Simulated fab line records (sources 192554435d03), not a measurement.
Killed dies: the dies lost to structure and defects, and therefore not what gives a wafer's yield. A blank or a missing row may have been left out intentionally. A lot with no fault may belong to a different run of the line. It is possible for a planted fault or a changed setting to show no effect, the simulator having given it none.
Lot-split experiment :: flow n5Finfet :: 21 wafers read across 7 lots, on a route 1938 steps long

== THE SPLIT ITSELF ==
At N5_PASSIVATION_EXPOSE_07 (exposes mask TV, defocus 0 nm, target cd 3000 nm), the setting doseMj was moved away from the recipe's 22.75 on 6 of the 21 wafers read, by +2.9% to +6.2%. The other wafers ran this setting at the recipe's value.

== FROM THE SPLIT TO THE READING: what the file shows between them, 3 steps ==
- N5_PASSIVATION_PEB_08
- N5_PASSIVATION_DEVELOP_09: develop time 60 s
- N5_PASSIVATION_HARDBAKE_11: time 120 s

== THE READING ==
At N5_PASSIVATION_CD_MEAS_10: cdNm in nanometres, against a target cd of 3000 nm. A value of 2998.5 nm with a standard deviation of 3 nm is what fault-free wafers of this fab line usually give.

wafer: L074.2
tool, chamber at the split: krfScanner-02, 0
doseMj as run: 22.75
against the recipe: recipe
cdNm, nm: 2997.9
against lot-mates on the recipe: -

wafer: L074.3
tool, chamber at the split: krfScanner-02, 0
doseMj as run: 22.75
against the recipe: recipe
cdNm, nm: 2999.7
against lot-mates on the recipe: -

wafer: L074.4
tool, chamber at the split: krfScanner-02, 0
doseMj as run: 24.15
against the recipe: +6.2%
cdNm, nm: 3007.2
against lot-mates on the recipe: +8.4

wafer: L085.2
tool, chamber at the split: krfScanner-02, 0
doseMj as run: 22.75
against the recipe: recipe
cdNm, nm: 2997.0
against lot-mates on the recipe: -

wafer: L085.3
tool, chamber at the split: krfScanner-02, 0
doseMj as run: 22.75
against the recipe: recipe
cdNm, nm: 2999.4
against lot-mates on the recipe: -

wafer: L085.4
tool, chamber at the split: krfScanner-02, 0
doseMj as run: 23.41
against the recipe: +2.9%
cdNm, nm: 3006.5
against lot-mates on the recipe: +8.3

wafer: L088.3
tool, chamber at the split: krfScanner-01, 0
doseMj as run: 22.75
against the recipe: recipe
cdNm, nm: 3001.4
against lot-mates on the recipe: -

wafer: L088.4
tool, chamber at the split: krfScanner-01, 0
doseMj as run: 22.75
against the recipe: recipe
cdNm, nm: 3000.6
against lot-mates on the recipe: -

wafer: L088.5
tool, chamber at the split: krfScanner-01, 0
doseMj as run: 22.75
against the recipe: recipe
cdNm, nm: 2998.2
against lot-mates on the recipe: -

wafer: L086.1
tool, chamber at the split: krfScanner-01, 0
doseMj as run: 22.75
against the recipe: recipe
cdNm, nm: 2998.4
against lot-mates on the recipe: -

wafer: L086.4
tool, chamber at the split: krfScanner-01, 0
doseMj as run: 24.06
against the recipe: +5.8%
cdNm, nm: 3011.4
against lot-mates on the recipe: +13.0

wafer: L086.6
tool, chamber at the split: krfScanner-01, 0
doseMj as run: 24.06
against the recipe: +5.8%
cdNm, nm: 3014.0
against lot-mates on the recipe: +15.6

wafer: L091.1
tool, chamber at the split: krfScanner-01, 0
doseMj as run: 22.75
against the recipe: recipe
cdNm, nm: 3001.9
against lot-mates on the recipe: -

wafer: L091.4
tool, chamber at the split: krfScanner-01, 0
doseMj as run: 22.75
against the recipe: recipe
cdNm, nm: 3000.9
against lot-mates on the recipe: -

wafer: L091.5
tool, chamber at the split: krfScanner-01, 0
doseMj as run: 22.75
against the recipe: recipe
cdNm, nm: 3002.7
against lot-mates on the recipe: -

wafer: L092.3
tool, chamber at the split: krfScanner-02, 0
doseMj as run: 22.75
against the recipe: recipe
cdNm, nm: 2998.3
against lot-mates on the recipe: -

wafer: L092.5
tool, chamber at the split: krfScanner-02, 0
doseMj as run: 22.75
against the recipe: recipe
cdNm, nm: 3001.8
against lot-mates on the recipe: -

wafer: L092.6
tool, chamber at the split: krfScanner-02, 0
doseMj as run: 23.85
against the recipe: +4.8%
cdNm, nm: 3006.8
against lot-mates on the recipe: +6.8

wafer: L095.2
tool, chamber at the split: krfScanner-01, 0
doseMj as run: 22.75
against the recipe: recipe
cdNm, nm: 3000.9
against lot-mates on the recipe: -

wafer: L095.3
tool, chamber at the split: krfScanner-01, 0
doseMj as run: 22.75
against the recipe: recipe
cdNm, nm: 2997.3
against lot-mates on the recipe: -

wafer: L095.5
tool, chamber at the split: krfScanner-01, 0
doseMj as run: 23.69
against the recipe: +4.1%
cdNm, nm: 3007.5
against lot-mates on the recipe: +8.4

FIT RESULTS
A straight line over all 21 wafers: cdNm changes by +1.82 nm for each +1% of doseMj; r = +0.90; the points scatter about the line by 2.1 nm.
The same after taking each lot's own level away (the mean of its wafers on the recipe; 21 wafers): +2 nm for each +1%; r = +0.93; scatter 2 nm.
That fit puts the effect of the largest move of doseMj on the reading at 12 nm.
From 2998.20 to 3001.83 nm: that is the span of the lots' own levels, equal to 1.2 times the standard deviation above.
Hence the lot-to-lot level has little effect on the slope; both slopes agree.
Check: for one of the wafers moved furthest among these (+6.2%), held out of the fit, the line's prediction against its lot-mates is +13.7 nm. Against them it came out at +8.4 nm.

== FURTHER SPLITS ON THESE WAFERS ==
Note: prior to the reading, these wafers also went through further splits. Each is held against what the fit with the lots' levels taken away leaves over:
other split on the same wafers: N5_BEOL_M13_DESCUM_33 timeS
wafers away from the commonest value: 8
r with cdNm (lot level and that fit taken away): +0.45

other split on the same wafers: N5_BEOL_M15_COAT_22 spinRpm
wafers away from the commonest value: 11
r with cdNm (lot level and that fit taken away): -0.39

== FILE'S OWN FIT ==
cdNm changes by +1.88 nm for each +1% of doseMj, r = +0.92.
